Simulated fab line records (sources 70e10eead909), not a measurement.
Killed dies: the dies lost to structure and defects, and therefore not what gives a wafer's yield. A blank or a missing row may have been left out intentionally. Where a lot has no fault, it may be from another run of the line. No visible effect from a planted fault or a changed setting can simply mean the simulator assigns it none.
fab line records || flow nand_harc
[record] {"lots": 5, "wafers": 14, "last_day": 33}
route steps=1302 shown A_ONON_D1@432 END@1302
lots that met no fault: taken from a fault-free run of the same line
start_h: hours from the record's opening day to when the first of the lot's shown wafers began || wait_h: how many hours have passed since the lot's step before this one || " same as the row above || L1.1+2: a row that stands for several wafers || - no value, or no start given || * or withheld: withheld || < > ~ a bound
route shown NAME@n: names a module that has steps shown in the file, with the first one's number in the route || usual: the fault-free wafers' mean and standard deviation || same: alike in all rows || chamber/n: place in a boat || sites: the reading at each site || _std_site: how widely they spread, as a standard deviation || _edge_site: inner sites' mean taken away from outer sites' mean || radius_mm: for every site, how far away it sits from the centre of the wafer || mask NAME#n: copy n || behind: tool/chamber where the wafer was last shaped || hold: the reason the lot was held/the length of the hold in hours/how it ended || device: the transistor (n, p or np) that didn't switch || end of line: tests of these same wafers at the route's end || where a step has no rows: the recipe by itself || killed: dies lost to structure and defects at the first sort, not the wafer's yield || map: the dies of a wafer, with x for killed, . for not killed, _ for no die there
set.NAME: the setting that was run; set.NAME@STEP: the one run at that earlier step || model.NAME: the simulator's own value behind a step, which no gauge read
lots at some steps of the route; a table a step, a row a wafer
services: the hour from which a tool's chamber was out of use, counted from the record's first day as start_h (under 0 if before that day), plus the number of hours and why
[[steps]]
[step NHARC_A_ONON_D1_DEP_12]
[recipe] {"target_thk_a": 10000, "n2_flow_sccm": 2750, "n2o_flow_sccm": 2000, "nh3_flow_sccm": 500, "sih4_flow_sccm": 210, "temp_c": 400}
[step NHARC_A_ONON_D1_THK_MEAS_14]
[recipe] {"thk_meas_gauge": "ellipsometry"}
[usual] {"thk_nm": "999/9.6"}
{"lot.wafer": "L728.1", "tool": "film_metro-02", "chamber": "-", "start_h": 211.90, "wait_h": "-", "thk_nm": 1019}
{"lot.wafer": "L728.2", "tool": "film_metro-02", "chamber": "-", "start_h": 211.90, "wait_h": "-", "thk_nm": 1020}
{"lot.wafer": "L728.5", "tool": "film_metro-02", "chamber": "-", "start_h": 211.90, "wait_h": "-", "thk_nm": 1016}
{"lot.wafer": "L731.1", "tool": "film_metro-01", "chamber": "-", "start_h": 238.31, "wait_h": "-", "thk_nm": 993}
{"lot.wafer": "L731.4", "tool": "film_metro-01", "chamber": "-", "start_h": 238.31, "wait_h": "-", "thk_nm": 994}
{"lot.wafer": "L731.6", "tool": "film_metro-01", "chamber": "-", "start_h": 238.31, "wait_h": "-", "thk_nm": 996}
{"lot.wafer": "L738.3", "tool": "film_metro-01", "chamber": "-", "start_h": 314.97, "wait_h": "-", "thk_nm": 998}
{"lot.wafer": "L738.6", "tool": "film_metro-01", "chamber": "-", "start_h": 314.97, "wait_h": "-", "thk_nm": 999}
{"lot.wafer": "L746.1", "tool": "film_metro-01", "chamber": "-", "start_h": 378.77, "wait_h": "-", "thk_nm": 1007}
{"lot.wafer": "L746.5", "tool": "film_metro-01", "chamber": "-", "start_h": 378.77, "wait_h": "-", "thk_nm": 1006}
{"lot.wafer": "L746.6", "tool": "film_metro-01", "chamber": "-", "start_h": 378.77, "wait_h": "-", "thk_nm": 1008}
{"lot.wafer": "L747.3", "tool": "film_metro-01", "chamber": "-", "start_h": 394.14, "wait_h": "-", "thk_nm": 985}
{"lot.wafer": "L747.4", "tool": "film_metro-01", "chamber": "-", "start_h": 394.14, "wait_h": "-", "thk_nm": 984}
{"lot.wafer": "L747.6", "tool": "film_metro-01", "chamber": "-", "start_h": 394.14, "wait_h": "-", "thk_nm": 986}
[step NHARC_A_ONON_D1_ANNEAL_15]
[recipe] {"temp_c": 750, "time_s": 3600}
[step NHARC_A_ONON_D1_DEP_16]
[recipe] {"target_thk_a": 10000, "n2_flow_sccm": 2750, "n2o_flow_sccm": 2000, "nh3_flow_sccm": 500, "sih4_flow_sccm": 210, "temp_c": 400}
[step NHARC_A_ONON_D1_THK_MEAS_18]
[recipe] {"thk_meas_gauge": "ellipsometry"}
[usual] {"thk_nm": "1001/12"}
{"lot.wafer": "L728.1", "tool": "film_metro-02", "chamber": "-", "start_h": 219.72, "wait_h": "-", "thk_nm": 1010}
{"lot.wafer": "L728.2", "tool": "film_metro-02", "chamber": "-", "start_h": 219.72, "wait_h": "-", "thk_nm": 1012}
{"lot.wafer": "L728.5", "tool": "film_metro-02", "chamber": "-", "start_h": 219.72, "wait_h": "-", "thk_nm": 1011}
{"lot.wafer": "L731.1", "tool": "film_metro-01", "chamber": "-", "start_h": 246.10, "wait_h": "-", "thk_nm": 1011}
{"lot.wafer": "L731.4", "tool": "film_metro-01", "chamber": "-", "start_h": 246.10, "wait_h": "-", "thk_nm": 1012}
{"lot.wafer": "L731.6", "tool": "film_metro-01", "chamber": "-", "start_h": 246.10, "wait_h": "-", "thk_nm": 1013}
{"lot.wafer": "L738.3", "tool": "film_metro-02", "chamber": "-", "start_h": 325.01, "wait_h": "-", "thk_nm": 1010}
{"lot.wafer": "L738.6", "tool": "film_metro-02", "chamber": "-", "start_h": 325.01, "wait_h": "-", "thk_nm": 1011}
{"lot.wafer": "L746.1", "tool": "film_metro-01", "chamber": "-", "start_h": 387.05, "wait_h": "-", "thk_nm": 994}
{"lot.wafer": "L746.5", "tool": "film_metro-01", "chamber": "-", "start_h": 387.05, "wait_h": "-", "thk_nm": 993}
{"lot.wafer": "L746.6", "tool": "film_metro-01", "chamber": "-", "start_h": 387.05, "wait_h": "-", "thk_nm": 996}
{"lot.wafer": "L747.3", "tool": "film_metro-02", "chamber": "-", "start_h": 401.92, "wait_h": "-", "thk_nm": 1020}
{"lot.wafer": "L747.4", "tool": "film_metro-02", "chamber": "-", "start_h": 401.92, "wait_h": "-", "thk_nm": 1022}
{"lot.wafer": "L747.6", "tool": "film_metro-02", "chamber": "-", "start_h": 401.92, "wait_h": "-", "thk_nm": 1019}
[step NHARC_A_ONON_D1_DEP_19]
[recipe] {"target_thk_a": 10000, "n2_flow_sccm": 2750, "n2o_flow_sccm": 2000, "nh3_flow_sccm": 500, "sih4_flow_sccm": 210, "temp_c": 400}
[step NHARC_A_ONON_D1_THK_MEAS_21]
[recipe] {"thk_meas_gauge": "ellipsometry"}
[usual] {"thk_nm": "1002/11"}
{"lot.wafer": "L728.1", "tool": "film_metro-01", "chamber": "-", "start_h": 220.27, "wait_h": "-", "thk_nm": 993}
{"lot.wafer": "L728.2", "tool": "film_metro-01", "chamber": "-", "start_h": 220.27, "wait_h": "-", "thk_nm": 992}
{"lot.wafer": "L728.5", "tool": "film_metro-01", "chamber": "-", "start_h": 220.27, "wait_h": "-", "thk_nm": 995}
{"lot.wafer": "L731.1", "tool": "film_metro-02", "chamber": "-", "start_h": 246.66, "wait_h": "-", "thk_nm": 1006}
{"lot.wafer": "L731.4", "tool": "film_metro-02", "chamber": "-", "start_h": 246.66, "wait_h": "-", "thk_nm": 1007}
{"lot.wafer": "L731.6", "tool": "film_metro-02", "chamber": "-", "start_h": 246.66, "wait_h": "-", "thk_nm": 1006}
{"lot.wafer": "L738.3", "tool": "film_metro-02", "chamber": "-", "start_h": 325.58, "wait_h": "-", "thk_nm": 996}
{"lot.wafer": "L738.6", "tool": "film_metro-02", "chamber": "-", "start_h": 325.58, "wait_h": "-", "thk_nm": 996}
{"lot.wafer": "L746.1", "tool": "film_metro-01", "chamber": "-", "start_h": 387.61, "wait_h": "-", "thk_nm": 993}
{"lot.wafer": "L746.5", "tool": "film_metro-01", "chamber": "-", "start_h": 387.61, "wait_h": "-", "thk_nm": 993}
{"lot.wafer": "L746.6", "tool": "film_metro-01", "chamber": "-", "start_h": 387.61, "wait_h": "-", "thk_nm": 993}
{"lot.wafer": "L747.3", "tool": "film_metro-02", "chamber": "-", "start_h": 402.49, "wait_h": "-", "thk_nm": 994}
{"lot.wafer": "L747.4", "tool": "film_metro-02", "chamber": "-", "start_h": 402.49, "wait_h": "-", "thk_nm": 997}
{"lot.wafer": "L747.6", "tool": "film_metro-02", "chamber": "-", "start_h": 402.49, "wait_h": "-", "thk_nm": 994}
[step NHARC_A_ONON_D1_DEP_22]
[recipe] {"target_thk_a": 10000, "n2_flow_sccm": 2750, "n2o_flow_sccm": 2000, "nh3_flow_sccm": 500, "sih4_flow_sccm": 210, "temp_c": 400}
[step NHARC_A_ONON_D1_THK_MEAS_24]
[recipe] {"thk_meas_gauge": "ellipsometry"}
[usual] {"thk_nm": "999/10"}
{"lot.wafer": "L728.1", "tool": "film_metro-02", "chamber": "-", "start_h": 220.84, "wait_h": "-", "thk_nm": 992}
{"lot.wafer": "L728.2", "tool": "film_metro-02", "chamber": "-", "start_h": 220.84, "wait_h": "-", "thk_nm": 989}
{"lot.wafer": "L728.5", "tool": "film_metro-02", "chamber": "-", "start_h": 220.84, "wait_h": "-", "thk_nm": 990}
{"lot.wafer": "L731.1", "tool": "film_metro-02", "chamber": "-", "start_h": 247.23, "wait_h": "-", "thk_nm": 992}
{"lot.wafer": "L731.4", "tool": "film_metro-02", "chamber": "-", "start_h": 247.23, "wait_h": "-", "thk_nm": 994}
{"lot.wafer": "L731.6", "tool": "film_metro-02", "chamber": "-", "start_h": 247.23, "wait_h": "-", "thk_nm": 995}
{"lot.wafer": "L738.3", "tool": "film_metro-02", "chamber": "-", "start_h": 326.14, "wait_h": "-", "thk_nm": 997}
{"lot.wafer": "L738.6", "tool": "film_metro-02", "chamber": "-", "start_h": 326.14, "wait_h": "-", "thk_nm": 997}
{"lot.wafer": "L746.1", "tool": "film_metro-02", "chamber": "-", "start_h": 388.18, "wait_h": "-", "thk_nm": 1004}
{"lot.wafer": "L746.5", "tool": "film_metro-02", "chamber": "-", "start_h": 388.18, "wait_h": "-", "thk_nm": 1006}
{"lot.wafer": "L746.6", "tool": "film_metro-02", "chamber": "-", "start_h": 388.18, "wait_h": "-", "thk_nm": 1007}
{"lot.wafer": "L747.3", "tool": "film_metro-02", "chamber": "-", "start_h": 403.05, "wait_h": "-", "thk_nm": 997}
{"lot.wafer": "L747.4", "tool": "film_metro-02", "chamber": "-", "start_h": 403.05, "wait_h": "-", "thk_nm": 997}
{"lot.wafer": "L747.6", "tool": "film_metro-02", "chamber": "-", "start_h": 403.05, "wait_h": "-", "thk_nm": 995}
[step NHARC_A_ONON_D1_DEP_25]
[recipe] {"target_thk_a": 10000, "n2_flow_sccm": 2750, "n2o_flow_sccm": 2000, "nh3_flow_sccm": 500, "sih4_flow_sccm": 210, "temp_c": 400}
[step NHARC_A_ONON_D1_THK_MEAS_27]
[recipe] {"thk_meas_gauge": "ellipsometry"}
[usual] {"thk_nm": "1004/13"}
{"lot.wafer": "L728.1", "tool": "film_metro-02", "chamber": "-", "start_h": 221.41, "wait_h": "-", "thk_nm": 1019}
{"lot.wafer": "L728.2", "tool": "film_metro-02", "chamber": "-", "start_h": 221.41, "wait_h": "-", "thk_nm": 1021}
{"lot.wafer": "L728.5", "tool": "film_metro-02", "chamber": "-", "start_h": 221.41, "wait_h": "-", "thk_nm": 1020}
{"lot.wafer": "L731.1", "tool": "film_metro-02", "chamber": "-", "start_h": 247.80, "wait_h": "-", "thk_nm": 993}
{"lot.wafer": "L731.4", "tool": "film_metro-02", "chamber": "-", "start_h": 247.80, "wait_h": "-", "thk_nm": 995}
{"lot.wafer": "L731.6", "tool": "film_metro-02", "chamber": "-", "start_h": 247.80, "wait_h": "-", "thk_nm": 995}
{"lot.wafer": "L738.3", "tool": "film_metro-02", "chamber": "-", "start_h": 326.72, "wait_h": "-", "thk_nm": 978}
{"lot.wafer": "L738.6", "tool": "film_metro-02", "chamber": "-", "start_h": 326.72, "wait_h": "-", "thk_nm": 979}
{"lot.wafer": "L746.1", "tool": "film_metro-01", "chamber": "-", "start_h": 388.74, "wait_h": "-", "thk_nm": 989}
{"lot.wafer": "L746.5", "tool": "film_metro-01", "chamber": "-", "start_h": 388.74, "wait_h": "-", "thk_nm": 989}
{"lot.wafer": "L746.6", "tool": "film_metro-01", "chamber": "-", "start_h": 388.74, "wait_h": "-", "thk_nm": 989}
{"lot.wafer": "L747.3", "tool": "film_metro-02", "chamber": "-", "start_h": 403.62, "wait_h": "-", "thk_nm": 1008}
{"lot.wafer": "L747.4", "tool": "film_metro-02", "chamber": "-", "start_h": 403.62, "wait_h": "-", "thk_nm": 1010}
{"lot.wafer": "L747.6", "tool": "film_metro-02", "chamber": "-", "start_h": 403.62, "wait_h": "-", "thk_nm": 1010}
[step NHARC_A_ONON_D1_DEP_28]
[recipe] {"target_thk_a": 10000, "n2_flow_sccm": 2750, "n2o_flow_sccm": 2000, "nh3_flow_sccm": 500, "sih4_flow_sccm": 210, "temp_c": 400}
{"lot.wafer": "L728.1+2+5", "tool": "pecvd_onon-03", "chamber": 0, "start_h": 221.47, "wait_h": 0.1}
{"lot.wafer": "L731.1+4+6", "tool": "pecvd_onon-02", "chamber": 0, "start_h": 247.86, "wait_h": 0.1}
{"lot.wafer": "L738.3+6", "tool": "pecvd_onon-03", "chamber": 0, "start_h": 326.89, "wait_h": 0.2}
{"lot.wafer": "L746.1+5+6", "tool": "pecvd_onon-01", "chamber": 0, "start_h": 388.92, "wait_h": 0.2}
{"lot.wafer": "L747.3+4+6", "tool": "pecvd_onon-02", "chamber": 0, "start_h": 403.79, "wait_h": 0.2}
[step NHARC_A_ONON_D1_THK_MEAS_30]
[recipe] {"thk_meas_gauge": "ellipsometry"}
[usual] {"thk_nm": "1002/8.9"}
{"lot.wafer": "L728.1", "tool": "film_metro-01", "chamber": "-", "start_h": 221.98, "wait_h": "-", "thk_nm": 1003}
{"lot.wafer": "L728.2", "tool": "film_metro-01", "chamber": "-", "start_h": 221.98, "wait_h": "-", "thk_nm": 1003}
{"lot.wafer": "L728.5", "tool": "film_metro-01", "chamber": "-", "start_h": 221.98, "wait_h": "-", "thk_nm": 1003}
{"lot.wafer": "L731.1", "tool": "film_metro-01", "chamber": "-", "start_h": 248.36, "wait_h": "-", "thk_nm": 1006}
{"lot.wafer": "L731.4", "tool": "film_metro-01", "chamber": "-", "start_h": 248.36, "wait_h": "-", "thk_nm": 1006}
{"lot.wafer": "L731.6", "tool": "film_metro-01", "chamber": "-", "start_h": 248.36, "wait_h": "-", "thk_nm": 1008}
{"lot.wafer": "L738.3", "tool": "film_metro-01", "chamber": "-", "start_h": 327.29, "wait_h": "-", "thk_nm": 986}
{"lot.wafer": "L738.6", "tool": "film_metro-01", "chamber": "-", "start_h": 327.29, "wait_h": "-", "thk_nm": 1607}
{"lot.wafer": "L746.1", "tool": "film_metro-02", "chamber": "-", "start_h": 389.43, "wait_h": "-", "thk_nm": 997}
{"lot.wafer": "L746.5", "tool": "film_metro-02", "chamber": "-", "start_h": 389.43, "wait_h": "-", "thk_nm": 999}
{"lot.wafer": "L746.6", "tool": "film_metro-02", "chamber": "-", "start_h": 389.43, "wait_h": "-", "thk_nm": 997}
{"lot.wafer": "L747.3", "tool": "film_metro-01", "chamber": "-", "start_h": 404.18, "wait_h": "-", "thk_nm": 1007}
{"lot.wafer": "L747.4", "tool": "film_metro-01", "chamber": "-", "start_h": 404.18, "wait_h": "-", "thk_nm": 1007}
{"lot.wafer": "L747.6", "tool": "film_metro-01", "chamber": "-", "start_h": 404.18, "wait_h": "-", "thk_nm": 1006}
[step NHARC_A_ONON_D1_DEP_33]
[recipe] {"target_thk_a": 2000, "temp_c": 400, "pressure_torr": 6.5, "rf_w": 900, "teos_flow_sccm": 161.4, "flow_sccm": 2650, "target_thk_nm": 200, "gas": "O2", "material": "SiO2"}
[usual] {"heater_power_w": "558/77", "throttle_valve_pct": "16.1/0.48"}
{"lot.wafer": "L728.1", "tool": "pecvd-01", "chamber": 2, "start_h": 222.04, "wait_h": 0.1, "heater_power_w": 494, "throttle_valve_pct": 15.2}
{"lot.wafer": "L728.2", "tool": "pecvd-01", "chamber": 0, "start_h": 222.04, "wait_h": 0.1, "heater_power_w": 650, "throttle_valve_pct": 16.3}
{"lot.wafer": "L728.5", "tool": "pecvd-01", "chamber": 2, "start_h": 222.04, "wait_h": 0.1, "heater_power_w": 520, "throttle_valve_pct": 15.3}
{"lot.wafer": "L731.1", "tool": "pecvd-04", "chamber": 0, "start_h": 248.47, "wait_h": 0.1, "heater_power_w": 588, "throttle_valve_pct": 17.0}
{"lot.wafer": "L731.6", "tool": "pecvd-04", "chamber": 2, "start_h": 248.47, "wait_h": 0.1, "heater_power_w": 407, "throttle_valve_pct": 16.3}
{"lot.wafer": "L731.4", "tool": "pecvd-04", "chamber": 0, "start_h": 248.47, "wait_h": 0.1, "heater_power_w": 433, "throttle_valve_pct": 17.1}
{"lot.wafer": "L738.3", "tool": "pecvd-04", "chamber": 1, "start_h": 327.35, "wait_h": 0.1, "heater_power_w": 523, "throttle_valve_pct": 15.7}
{"lot.wafer": "L738.6", "tool": "pecvd-04", "chamber": 0, "start_h": 327.35, "wait_h": 0.1, "heater_power_w": 479, "throttle_valve_pct": 16.7}
{"lot.wafer": "L746.1", "tool": "pecvd-02", "chamber": 0, "start_h": 389.53, "wait_h": 0.1, "heater_power_w": 562, "throttle_valve_pct": 16.4}
{"lot.wafer": "L746.6", "tool": "pecvd-02", "chamber": 2, "start_h": 389.53, "wait_h": 0.1, "heater_power_w": 608, "throttle_valve_pct": 15.8}
{"lot.wafer": "L746.5", "tool": "pecvd-02", "chamber": 0, "start_h": 389.53, "wait_h": 0.1, "heater_power_w": 580, "throttle_valve_pct": 16.4}
{"lot.wafer": "L747.3", "tool": "pecvd-01", "chamber": 1, "start_h": 404.37, "wait_h": 0.2, "heater_power_w": 500, "throttle_valve_pct": 16.0}
{"lot.wafer": "L747.4", "tool": "pecvd-01", "chamber": 0, "start_h": 404.37, "wait_h": 0.2, "heater_power_w": 593, "throttle_valve_pct": 16.0}
{"lot.wafer": "L747.6", "tool": "pecvd-01", "chamber": 1, "start_h": 404.37, "wait_h": 0.2, "heater_power_w": 518, "throttle_valve_pct": 16.1}
[step NHARC_END_SORT_01]
[recipe] {"temp_c": 25}
[usual] {"killed_at_array": "61/24", "killed_at_other": "1.2/1.3", "killed_at_periphery": "3.7/2.6", "killed_dies": "66/23", "killed_open": "3.3/1.8", "killed_short": "2.4/1.6"}
[same] {"gross_dies": 677}
{"lot.wafer": "L738.6", "tool": "prober-01", "chamber": 0, "start_h": 720.56, "wait_h": 4.0, "killed_at_array": 674, "killed_at_other": 1, "killed_at_periphery": 2, "killed_dies": 677, "killed_open": 4, "killed_short": 3}
// killed by level:class
L738.6 A_ONON_D1:area_dep=629 A_CHANNEL_HOLE_D1:chamber_film_flake=26 A_CONTACT:chamber_film_flake=5 A_SLIT:chamber_film_flake=4 A_CHANNEL_FILL_D1:geometric_particle:open=2 A_STAIRCASE:chamber_film_flake=2 P_GATE:geometric_particle:open=1 P_GATE:geometric_particle:short=1
// map L738.6 (x killed, . not)
____________x____________
_________xxxxxxx_________
_______xxxxxxxxxxx_______
______xxxxxxxxxxxxx______
_____xxxxxxxxxxxxxxx_____
____xxxxxxxxxxxxxxxxx____
____xxxxxxxxxxxxxxxxx____
___xxxxxxxxxxxxxxxxxxx___
___xxxxxxxxxxxxxxxxxxx___
__xxxxxxxxxxxxxxxxxxxxx__
__xxxxxxxxxxxxxxxxxxxxx__
_xxxxxxxxxxxxxxxxxxxxxxx_
_xxxxxxxxxxxxxxxxxxxxxxx_
_xxxxxxxxxxxxxxxxxxxxxxx_
_xxxxxxxxxxxxxxxxxxxxxxx_
_xxxxxxxxxxxxxxxxxxxxxxx_
xxxxxxxxxxxxxxxxxxxxxxxxx
xxxxxxxxxxxxxxxxxxxxxxxxx
xxxxxxxxxxxxxxxxxxxxxxxxx
xxxxxxxxxxxxxxxxxxxxxxxxx
xxxxxxxxxxxxxxxxxxxxxxxxx
_xxxxxxxxxxxxxxxxxxxxxxx_
_xxxxxxxxxxxxxxxxxxxxxxx_
_xxxxxxxxxxxxxxxxxxxxxxx_
_xxxxxxxxxxxxxxxxxxxxxxx_
_xxxxxxxxxxxxxxxxxxxxxxx_
__xxxxxxxxxxxxxxxxxxxxx__
__xxxxxxxxxxxxxxxxxxxxx__
___xxxxxxxxxxxxxxxxxxx___
___xxxxxxxxxxxxxxxxxxx___
____xxxxxxxxxxxxxxxxx____
____xxxxxxxxxxxxxxxxx____
_____xxxxxxxxxxxxxxx_____
______xxxxxxxxxxxxx______
_______xxxxxxxxxxx_______
_________xxxxxxx_________
____________x____________
// map L728.1 (x killed, . not)
____________.____________
_________......._________
_______..........._______
______.............______
_____............x.._____
____......x..........____
____.....x......x....____
___.....x.xx..........___
___...xx....x.........___
__...x.xxxx.xx.........__
__....xxx.x.......x....__
_......xxxxxx...x......._
_......xxxxxxx.........._
_.......xxx.......x....._
_..........x............_
_................x......_
............x............
.x................x......
.............x...........
.........x...............
.........................
_......................._
_x.....................x_
_......................._
_......................._
_..x...........xx..x...._
__........x...xxx......__
__...........xx.xxx..x.__
___...........xxxx....___
___x......xx.xxxx.....___
____.........xxx.xxx.____
____........x..xxxxx.____
_____..........xx.x._____
______.........x...______
_______.....x..x.._______
_________......x_________
____________.____________
[[services]]
{"tool": "pecvd-01", "chamber": 2, "start_h": 211.66, "hours": 7.9, "kind": "repair"}
{"tool": "pecvd-01", "chamber": "-", "start_h": 214.50, "hours": 0.7, "kind": "repair"}
{"tool": "pecvd_onon-03", "chamber": "-", "start_h": 217.45, "hours": 0.2, "kind": "repair"}
{"tool": "pecvd-01", "chamber": 1, "start_h": 221.56, "hours": 54.0, "kind": "repair"}
{"tool": "pecvd-02", "chamber": "-", "start_h": 227.13, "hours": 13.0, "kind": "pm"}
{"tool": "pecvd_onon-03", "chamber": "-", "start_h": 227.42, "hours": 13.0, "kind": "pm"}
{"tool": "pecvd-01", "chamber": 2, "start_h": 260.26, "hours": 167.5, "kind": "repair"}
{"tool": "pecvd_onon-01", "chamber": "-", "start_h": 269.00, "hours": 13.0, "kind": "pm"}
{"tool": "pecvd-04", "chamber": "-", "start_h": 269.01, "hours": 13.0, "kind": "pm"}
{"tool": "pecvd-04", "chamber": 0, "start_h": 269.01, "hours": 13.0, "kind": "vent_cycle"}
{"tool": "pecvd-04", "chamber": 1, "start_h": 269.01, "hours": 13.0, "kind": "vent_cycle"}
{"tool": "pecvd-04", "chamber": 2, "start_h": 269.01, "hours": 13.0, "kind": "vent_cycle"}
{"tool": "pecvd-01", "chamber": "-", "start_h": 276.26, "hours": 1.3, "kind": "repair"}
{"tool": "pecvd-01", "chamber": 1, "start_h": 278.56, "hours": 8.9, "kind": "repair"}
{"tool": "pecvd-04", "chamber": 0, "start_h": 282.01, "hours": "-", "kind": "clean"}
{"tool": "pecvd-01", "chamber": "-", "start_h": 311.14, "hours": 13.0, "kind": "pm"}
{"tool": "pecvd-01", "chamber": 0, "start_h": 311.14, "hours": 13.0, "kind": "vent_cycle"}
{"tool": "pecvd-01", "chamber": 1, "start_h": 311.14, "hours": 13.0, "kind": "vent_cycle"}
{"tool": "pecvd-01", "chamber": 0, "start_h": 324.14, "hours": "-", "kind": "clean"}
{"tool": "pecvd-01", "chamber": 1, "start_h": 324.14, "hours": "-", "kind": "clean"}
{"tool": "pecvd-01", "chamber": "-", "start_h": 335.16, "hours": 6.4, "kind": "repair"}
{"tool": "pecvd_onon-02", "chamber": "-", "start_h": 366.14, "hours": 13.0, "kind": "pm"}
{"tool": "pecvd-04", "chamber": "-", "start_h": 373.59, "hours": 0.8, "kind": "repair"}
{"tool": "pecvd_onon-03", "chamber": "-", "start_h": 390.92, "hours": 1.4, "kind": "repair"}
[[key]]
[first_sign] {"step": "NHARC_A_ONON_D1_THK_MEAS_30", "reading": "thk_nm", "direction": "up", "sigmas": 68, "usual": 1002, "struck": 1607}
[effect] {"step": "NHARC_END_SORT_01", "reading": "killed_dies", "direction": "up", "sigmas": 27, "usual": 66, "struck": 677}
[more_kills_born_at] {"NHARC_A_ONON_D1_DEP_28@pecvd_onon-03": 629}
met_at NHARC_A_ONON_D1_DEP_28
struck_wafers L738.6
later_rows_left_out L738.6
tester_left_out L738
onset_between 221.47 326.89
[fault] {"kind": "process_parameter_drift", "tool": "pecvd_onon-03", "chamber": "-", "onset_h": 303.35, "steps": "NHARC_A_ONON_D1_DEP_28", "channel": "target_thk_a", "offset": "*", "shape": "step", "end_h": 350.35, "scope": "struck_wafers_only", "acts_in": "*", "stated": "*"}
// tester_left_out: of these lots the tester's yield and bins aren't shown, on N5 and GAA mostly nor the transistor test; their killed dies are dies lost to structure and defects alone, not to doping, threshold or leakage, so they don't give the yield
// later_rows_left_out: the simulator's readings of these wafers behind a module that went badly wrong aren't trusted and aren't shown, but for the sort
